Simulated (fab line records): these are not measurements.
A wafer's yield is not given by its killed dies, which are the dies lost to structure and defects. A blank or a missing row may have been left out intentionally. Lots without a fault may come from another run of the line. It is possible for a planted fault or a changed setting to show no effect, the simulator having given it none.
fab line records	flow n5-finfet
record lots=10	wafers=28	last-day=19
route steps=1938 shown BEOL_M10@1488 PASSIVATION@1936
lots untouched by any fault: they come from a run of this same line in which no faults occurred
start-h: start of the lot's first displayed wafer, in hours after the record's first day	wait-h: how many hours have passed since the lot's step before this one	" unchanged from the row above	L1.1+2: several wafers, shown together as one row	- value missing, or start not given	* or withheld: withheld	< > ~ a bound
route shown NAME@n: names a module that has steps shown in the file, with the first one's number in the route	usual: mean and standard deviation over wafers with no fault	same: alike in all rows	chamber/n: place in a boat	sites: per-site readings	_std_site: the standard deviation of these	_edge_site: mean of outer sites minus mean of inner sites	radius-mm: for every site, how far away it sits from the centre of the wafer	mask NAME#n: copy n	behind: the last tool/chamber to shape the wafer	hold: cause of the lot's hold/its duration in hours/its outcome	device: transistor that didn't switch, given as n, p or np	end of line: tests of these same wafers at the route's end	a step given without rows: its recipe and nothing more	killed: not the wafer's yield, but the dies lost to structure and defects at the first sort	map: the dies of a wafer, with x for killed, . for not killed, _ for no die there
set.NAME: the run value of the setting; set.NAME@STEP: its run value at that earlier step	model.NAME: the simulator's own value behind a step, which no gauge read
one table for each step of the route and one row for each wafer, over a sample of lots
services: when a tool's chamber went out of use (start-h, in hours from the record's first day, below 0 if earlier), for how many hours, and the reason
## steps
# step N5_BEOL_M10_ETCH_62
# recipe chemistry=N2/H2	target=SOC	target-depth-a=1100	overetch-a=220	mask-material=SiARC	temp-c=40	time-s=165	ion-energy-ev=200	pressure-mtorr=30	source-w=840	bias-w=150	n2-flow-sccm=200	h2-flow-sccm=200
# usual drypump-motor-current-A=5.9/0.49	oes-product-au=0.67/0.063	rf-vpp-V=525.3/2.2	showerhead-plenum-p-Torr=2.60/0.077	throttle-valve-pct=17.84/0.25
lot.wafer	tool	chamber	start-h	wait-h	drypump-motor-current-A	oes-product-au	rf-hours-counter-h	rf-vpp-V	showerhead-plenum-p-Torr	throttle-valve-pct
L637.2	rie-diel-03	2	258.80	0.0	5.8	0.71	60	528.3	2.70	18.05
L637.4	"	2	"	"	5.8	0.71	-	527.3	2.70	18.08
L637.6	"	1	"	"	6.7	0.61	-	526.4	2.63	17.56
L636.1	rie-diel-03	1	275.12	0.0	6.7	0.61	210	525.1	2.63	17.56
L636.2	"	0	"	"	6.4	0.73	35	525.7	2.59	17.54
L636.5	"	0	"	"	6.4	0.73	-	525.6	2.59	17.56
L638.2	rie-diel-02	2	275.68	0.0	6.1	0.76	23	528.7	2.70	17.73
L638.3	"	3	"	"	5.8	0.67	125	526.8	2.66	18.05
L638.5	"	2	"	"	6.1	0.76	-	529.1	2.71	17.71
L640.3	rie-diel-05	3	282.37	0.0	6.4	0.59	227	525.2	2.61	17.99
L640.5	"	3	"	"	6.4	0.59	-	525.8	2.61	17.96
L640.6	"	0	"	"	5.7	0.61	-	526.0	2.65	18.14
L642.1	rie-diel-05	3	302.00	0.0	6.4	0.59	233	525.7	2.60	17.98
L642.3	"	1	"	"	4.9	0.69	90	519.6	2.46	17.53
L642.4	"	0	"	"	5.7	0.60	173	525.0	2.65	18.12
L645.4	rie-diel-03	2	323.83	0.0	5.8	0.68	87	527.8	2.69	18.13
L645.5	"	3	"	"	6.1	0.61	-	523.0	2.51	17.94
L648.2	rie-diel-02	3	333.26	0.0	5.8	0.65	145	526.9	2.65	18.11
L648.3	"	1	"	"	5.0	0.68	89	521.4	2.47	17.91
L648.5	"	1	"	"	5.0	0.69	-	522.4	2.48	17.90
L649.3	rie-diel-02	2	333.87	0.0	6.1	0.73	44	526.7	2.70	17.77
L649.4	"	1	"	"	5.0	0.69	90	520.8	2.47	17.88
L656.1	rie-diel-05	0	386.62	0.0	5.7	0.59	196	526.3	2.64	18.18
L656.3	"	2	"	"	5.9	0.71	42	525.9	2.59	17.36
L656.4	"	3	"	"	6.4	0.83	-	524.6	2.60	17.58
L657.2	rie-diel-03	2	394.42	0.0	5.8	0.65	117	527.6	2.67	18.19
L657.3	"	0	"	"	6.4	0.69	88	525.6	2.57	17.65
L657.5	"	0	"	"	6.4	0.68	-	524.3	2.57	17.65
# step N5_BEOL_M10_DESCUM_33
# recipe chemistry=O2	time-s=7.9	source-power-w=50	bias-power-w=20	pressure-mtorr=20	rf-frequency-hz=2.712e+07	temp-c=40	resist=CAR-ArF	o2-flow-sccm=225
# usual drypump-motor-current-A=5.9/0.48	oes-product-au=0.78/0.072	rf-vpp-V=244.0/1.3	showerhead-plenum-p-Torr=2.14/0.058	throttle-valve-pct=20.46/0.18
lot.wafer	tool	chamber	start-h	wait-h	drypump-motor-current-A	oes-product-au	rf-hours-counter-h	rf-vpp-V	showerhead-plenum-p-Torr	throttle-valve-pct
L637.2	rie-diel-02	3	261.63	0.0	5.8	0.80	120	244.5	2.19	20.56
L637.4	"	0	"	"	6.2	0.70	209	243.7	2.16	20.44
L637.6	"	0	"	"	6.2	0.70	-	244.3	2.16	20.46
L636.1	rie-diel-02	0	276.80	0.8	6.2	0.69	215	244.6	2.15	20.47
L636.2	"	1	"	"	5.0	0.83	71	242.5	2.04	20.39
L636.5	"	3	"	"	5.8	0.80	-	243.1	2.18	20.58
L638.2	rie-diel-05	2	276.99	0.4	6.0	0.95	4	244.0	2.15	20.03
L638.3	"	0	"	"	5.7	0.71	164	245.5	2.17	20.59
L638.5	"	3	"	"	6.4	0.69	-	244.4	2.15	20.65
L640.3	rie-diel-05	0	285.27	0.0	5.7	0.71	168	244.0	2.17	20.58
L640.5	"	0	"	"	5.7	0.72	-	245.1	2.17	20.58
L640.6	"	3	"	"	6.4	0.69	-	243.5	2.15	20.66
L642.1	rie-diel-02	1	305.41	0.0	5.0	0.83	79	242.2	2.03	20.40
L642.3	"	2	"	"	6.1	0.88	32	245.8	2.22	20.38
L642.4	"	0	"	"	6.1	0.69	223	244.2	2.15	20.48
L645.4	rie-diel-02	0	325.15	0.6	6.2	0.69	230	243.4	2.15	20.47
L645.5	"	1	"	"	5.0	0.82	-	243.7	2.03	20.40
L648.2	rie-diel-02	3	335.20	1.1	5.8	0.77	146	244.2	2.18	20.63
L648.3	"	2	"	"	6.1	0.85	44	245.0	2.21	20.42
L648.5	"	0	"	"	6.2	0.68	-	243.2	2.15	20.49
L649.3	rie-diel-02	0	336.25	1.4	6.2	0.68	236	245.1	2.15	20.50
L649.4	"	3	"	"	5.8	0.79	147	244.6	2.18	20.62
L656.1	rie-diel-03	0	390.43	0.9	6.4	0.80	85	242.6	2.12	20.30
L656.3	"	3	"	"	6.1	0.70	238	241.5	2.06	20.61
L656.4	"	0	"	"	6.4	0.80	-	244.0	2.12	20.29
L657.2	rie-diel-05	1	398.90	0.0	4.9	0.80	114	243.0	2.03	20.40
L657.3	"	0	"	"	5.7	0.69	200	244.7	2.16	20.64
L657.5	"	1	"	"	4.9	0.81	-	244.1	2.03	20.42
# step N5_BEOL_M10_ETCH_66
# recipe chemistry=N2/H2	target=SOC	target-depth-a=1200	overetch-a=240	mask-material=SiARC	temp-c=40	time-s=180	ion-energy-ev=200	pressure-mtorr=30	source-w=840	bias-w=150	n2-flow-sccm=200	h2-flow-sccm=200
# usual drypump-motor-current-A=5.9/0.48	oes-product-au=0.63/0.054	rf-vpp-V=525.4/2.2	run-length-s=203.6/0.37	showerhead-plenum-p-Torr=2.60/0.074	throttle-valve-pct=17.85/0.23
lot.wafer	tool	chamber	start-h	wait-h	drypump-motor-current-A	oes-product-au	rf-hours-counter-h	rf-vpp-V	run-length-s	showerhead-plenum-p-Torr	throttle-valve-pct
L637.2	rie-diel-02	3	261.71	0.0	5.8	0.64	120	527.1	203.8	2.66	18.05
L637.4	"	0	"	"	6.2	0.58	209	526.8	204.2	2.62	17.86
L637.6	"	0	"	"	6.2	0.58	-	526.2	204.1	2.62	17.86
L636.1	rie-diel-02	0	276.88	0.0	6.2	0.57	215	524.9	203.8	2.62	17.86
L636.2	"	1	"	"	5.0	0.67	71	520.6	203.6	2.48	17.86
L636.5	"	3	"	"	5.8	0.64	-	525.5	204.1	2.66	18.05
L638.2	rie-diel-05	2	277.08	0.0	6.0	0.75	4	524.2	204.0	2.60	17.27
L638.3	"	0	"	"	5.7	0.58	164	526.7	203.6	2.65	18.12
L638.5	"	3	"	"	6.4	0.56	-	527.5	203.8	2.61	17.98
L640.3	rie-diel-05	0	285.35	0.0	5.7	0.58	168	526.0	204.0	2.65	18.12
L640.5	"	0	"	"	5.7	0.58	-	527.1	203.6	2.65	18.13
L640.6	"	3	"	"	6.4	0.56	-	527.0	203.5	2.61	17.97
L642.1	rie-diel-02	1	305.50	0.0	5.0	0.67	79	521.9	203.4	2.48	17.86
L642.3	"	2	"	"	6.0	0.70	32	527.8	203.5	2.70	17.75
L642.4	"	0	"	"	6.2	0.56	223	526.2	203.6	2.61	17.88
L645.4	rie-diel-02	0	325.23	0.0	6.2	0.59	230	526.2	195.1	2.61	17.90
L645.5	"	1	"	"	5.0	0.70	-	521.6	194.7	2.48	17.89
L648.2	rie-diel-02	3	335.28	0.0	5.8	0.63	146	527.2	203.8	2.65	18.09
L648.3	"	2	"	"	6.1	0.70	44	527.2	203.4	2.70	17.74
L648.5	"	0	"	"	6.2	0.59	-	524.5	195.4	2.61	17.92
L649.3	rie-diel-02	0	336.34	0.0	6.2	0.56	236	526.3	204.1	2.61	17.91
L649.4	"	3	"	"	5.8	0.66	147	526.6	195.6	2.65	18.10
L656.1	rie-diel-03	0	390.51	0.0	6.4	0.65	85	526.1	202.9	2.57	17.64
L656.3	"	3	"	"	6.1	0.57	238	523.2	203.1	2.50	17.98
L656.4	"	0	"	"	6.4	0.65	-	524.5	203.1	2.57	17.62
L657.2	rie-diel-05	1	398.99	0.0	4.9	0.64	115	520.7	204.1	2.44	17.57
L657.3	"	0	"	"	5.7	0.56	201	527.2	203.6	2.64	18.20
L657.5	"	1	"	"	4.9	0.65	-	520.7	203.9	2.44	17.57
# step N5_BEOL_M10_VIA_ETCH_34
# recipe chemistry=C4F6/O2	target=SiCOH_lowk	target-depth-a=1845	mask-material=SOC	taper-deg=4	time-s=69.2	ion-energy-ev=250	pressure-mtorr=30	source-w=345	bias-w=185	Ar_flow_sccm=300	C4F6_flow_sccm=10	O2_flow_sccm=10
# usual drypump-motor-current-A=5.9/0.48	oes-product-au=0.78/0.07	rf-vpp-V=670/7.7	run-length-s=92.8/0.39	showerhead-plenum-p-Torr=2.91/0.081	throttle-valve-pct=20.94/0.21
lot.wafer	tool	chamber	start-h	wait-h	drypump-motor-current-A	oes-product-au	rf-hours-counter-h	rf-vpp-V	run-length-s	showerhead-plenum-p-Torr	throttle-valve-pct
L637.2	rie-diel-02	3	261.84	0.0	5.8	0.81	121	676	93.3	2.98	21.13
L637.4	"	0	"	"	6.2	0.71	209	681	93.1	2.95	21.00
L637.6	"	0	"	"	6.2	0.70	-	681	93.1	2.95	21.01
L636.1	rie-diel-02	0	277.01	0.0	6.2	0.70	215	682	93.1	2.94	21.02
L636.2	"	1	"	"	5.0	0.82	71	661	92.8	2.76	20.78
L636.5	"	3	"	"	5.8	0.80	-	675	93.6	2.98	21.13
L638.2	rie-diel-05	2	277.20	0.0	5.9	0.95	4	671	92.4	2.91	20.38
L638.3	"	0	"	"	5.7	0.73	164	671	92.9	2.95	21.08
L638.5	"	3	"	"	6.4	0.70	-	669	92.4	2.93	21.13
L640.3	rie-diel-05	0	285.47	0.0	5.7	0.72	168	671	93.0	2.95	21.07
L640.5	"	0	"	"	5.7	0.72	-	671	92.8	2.95	21.07
L640.6	"	3	"	"	6.4	0.69	-	670	92.6	2.92	21.15
L642.1	rie-diel-02	1	305.62	0.0	5.0	0.81	79	662	92.9	2.76	20.80
L642.3	"	2	"	"	6.1	0.87	32	675	92.3	3.02	20.93
L642.4	"	0	"	"	6.3	0.69	223	679	93.0	2.94	21.02
L645.4	rie-diel-02	0	325.36	0.0	6.2	0.69	230	682	93.0	2.94	21.04
L645.5	"	1	"	"	5.0	0.82	-	660	92.9	2.76	20.82
L648.2	rie-diel-02	3	335.40	0.0	5.8	0.78	146	676	93.1	2.97	21.17
L648.3	"	2	"	"	6.1	0.85	44	675	92.2	3.02	20.96
L648.5	"	0	"	"	6.2	0.69	-	680	92.9	2.93	21.05
L649.3	rie-diel-02	0	336.46	0.0	6.2	0.68	236	681	92.9	2.94	21.03
L649.4	"	3	"	"	5.8	0.78	147	676	93.5	2.97	21.18
L656.1	rie-diel-03	0	390.64	0.0	6.4	0.80	86	677	92.3	2.87	20.71
L656.3	"	3	"	"	6.1	0.70	238	655	92.5	2.80	21.05
L656.4	"	0	"	"	6.4	0.80	-	676	92.6	2.87	20.73
L657.2	rie-diel-05	1	399.11	0.0	4.9	0.80	115	660	93.2	2.76	20.80
L657.3	"	0	"	"	5.7	0.69	201	670	92.7	2.94	21.13
L657.5	"	1	"	"	4.9	0.80	-	661	93.0	2.76	20.81
# step N5_PASSIVATION_PROBE_49
# usual defect-limited-yield=91.5/1.3	killed_at_M0_to_M3=33/10	killed_at_M4_up=13/4	killed-at-contacts=12/6.3	killed-at-front-end=39/11	killed-at-other=3.4/2.6	killed-dies=100/15	killed-open=65/11	killed-short=34/7.8	sort_bin_5_function=5.0/0.89	sort_bin_6_memory=3.2/0.58	sort-n-pass=1080/15	sort-yield-pct=91.5/1.3
# same gross-dies=1180	killed-at-back-side=0	sort_bin_4_leakage[%]=0	sort_bin_8_speed[%]=0
lot.wafer	tool	chamber	start-h	wait-h	defect-limited-yield[%]	killed_at_M0_to_M3	killed_at_M4_up	killed-at-contacts	killed-at-front-end	killed-at-other	killed-dies	killed-open	killed-short	sort_bin_5_function[%]	sort_bin_6_memory[%]	sort-n-pass	sort-yield-pct[%]
L645.4	prober-02	-	382.19	0.2	91.4	46	11	10	34	1	102	64	37	5.6	2.8	1078	91.4
L645.5	prober-02	-	382.24	0.2	90.2	50	12	11	36	7	116	80	35	5.8	3.6	1064	90.2
L648.2	prober-01	-	392.51	0.1	90.6	42	10	13	41	5	111	79	31	5.2	4.2	1069	90.6
L648.3	prober-01	-	392.56	0.1	91.4	31	12	16	40	3	102	67	32	4.6	3.6	1078	91.4
L648.5	prober-01	-	392.66	0.2	90.2	44	14	18	30	10	116	82	32	5.1	4.4	1064	90.2
# killed by level:class
L645.4 STI_FIN_REVEAL:geometric-particle:open=12 BEOL_M1:geometric-particle:open=11 MOL_CONTACT_COAG:geometric-particle:open=9 BEOL_M0_SAQP:geometric-particle:short=7 FIN_SAQP:geometric-particle:short=6 BEOL_M1:geometric-particle:short=6 BEOL_M0:geometric-particle:open=5 BEOL_M3:geometric-particle:open=5
L645.5 BEOL_M0_SAQP:geometric-particle:open=13 BEOL_M0_SAQP:geometric-particle:short=12 BEOL_M1:geometric-particle:open=11 FIN_SAQP:geometric-particle:open=10 MOL_CONTACT_COAG:geometric-particle:open=10 FIN_SAQP:geometric-particle:short=8 BEOL_M2:geometric-particle:open=5 BEOL_M4:geometric-particle:open=4
L648.2 MOL_CONTACT_COAG:geometric-particle:open=13 FIN_SAQP:geometric-particle:short=12 STI_FIN_REVEAL:geometric-particle:open=11 BEOL_M3:geometric-particle:open=11 BEOL_M0:geometric-particle:open=9 BEOL_M0_SAQP:geometric-particle:short=7 FIN_SAQP:geometric-particle:open=5 BEOL_M2:geometric-particle:open=5
L648.3 MOL_CONTACT_COAG:geometric-particle:open=13 STI_FIN_REVEAL:geometric-particle:open=10 BEOL_M4:geometric-particle:open=9 FIN_SAQP:geometric-particle:open=8 BEOL_M0_SAQP:geometric-particle:short=8 BEOL_M3:geometric-particle:open=7 FIN_SAQP:geometric-particle:short=6 BEOL_M0_SAQP:geometric-particle:open=4
L648.5 MOL_CONTACT_COAG:geometric-particle:open=16 BEOL_M2:geometric-particle:open=12 BEOL_M0_SAQP:geometric-particle:short=9 BEOL_M0_SAQP:geometric-particle:open=6 FIN_SAQP:geometric-particle:open=5 DUMMY_GATE:geometric-particle:open=5 BEOL_M5:geometric-particle:open=5 BEOL_M0:geometric-particle:open=5
## services
tool	chamber	start-h	hours	kind
rie-diel-02	0	236.29	1.6	repair
rie-diel-05	2	248.47	1.5	repair
rie-diel-05	2	250.18	-	clean
rie-diel-05	2	250.18	-	consumable-replace:focus-ring
rie-diel-05	2	250.18	13.4	scheduled-down
rie-diel-05	2	250.18	13.4	vent-cycle
rie-diel-03	0	253.76	5.9	repair
rie-diel-05	1	276.26	3.2	repair
rie-diel-05	-	322.76	14.6	pm
rie-diel-05	0	341.64	21.4	repair
rie-diel-05	3	363.02	-	clean
rie-diel-05	3	363.02	-	consumable-replace:focus-ring
rie-diel-05	3	363.02	17.6	scheduled-down
rie-diel-05	3	363.02	17.6	vent-cycle
rie-diel-05	1	364.89	25.3	repair
rie-diel-03	3	373.30	4.5	repair
rie-diel-02	0	377.03	1.3	repair
rie-diel-02	0	378.56	-	clean
rie-diel-02	0	378.56	-	consumable-replace:focus-ring
rie-diel-02	0	378.56	19.5	scheduled-down
rie-diel-02	0	378.56	19.5	vent-cycle
rie-diel-03	1	385.22	-	clean
rie-diel-03	1	385.22	-	consumable-replace:focus-ring
rie-diel-03	1	385.22	24.3	scheduled-down
## key
first-sign step=N5_BEOL_M10_ETCH_66	reading=run-length-s	direction=down	sigmas=23	usual=*	struck=*
effect none on later readings
met-at N5_BEOL_M10_ETCH_66
struck-lots L645,L648,L649
struck-wafers L645.4,L645.5,L648.5,L649.4
not-acting-at N5_BEOL_M10_ETCH_62,N5_BEOL_M10_DESCUM_33,N5_BEOL_M10_VIA_ETCH_34
onset-between 305.50 325.23
fault kind=process-parameter-drift	tool=rie-diel-02	chamber=-	onset-h=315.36	steps=N5_BEOL_M10_ETCH_66	channel=time-s	offset=*	shape=step	end-h=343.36	scope=struck-wafers-only	acts-in=*	stated=*
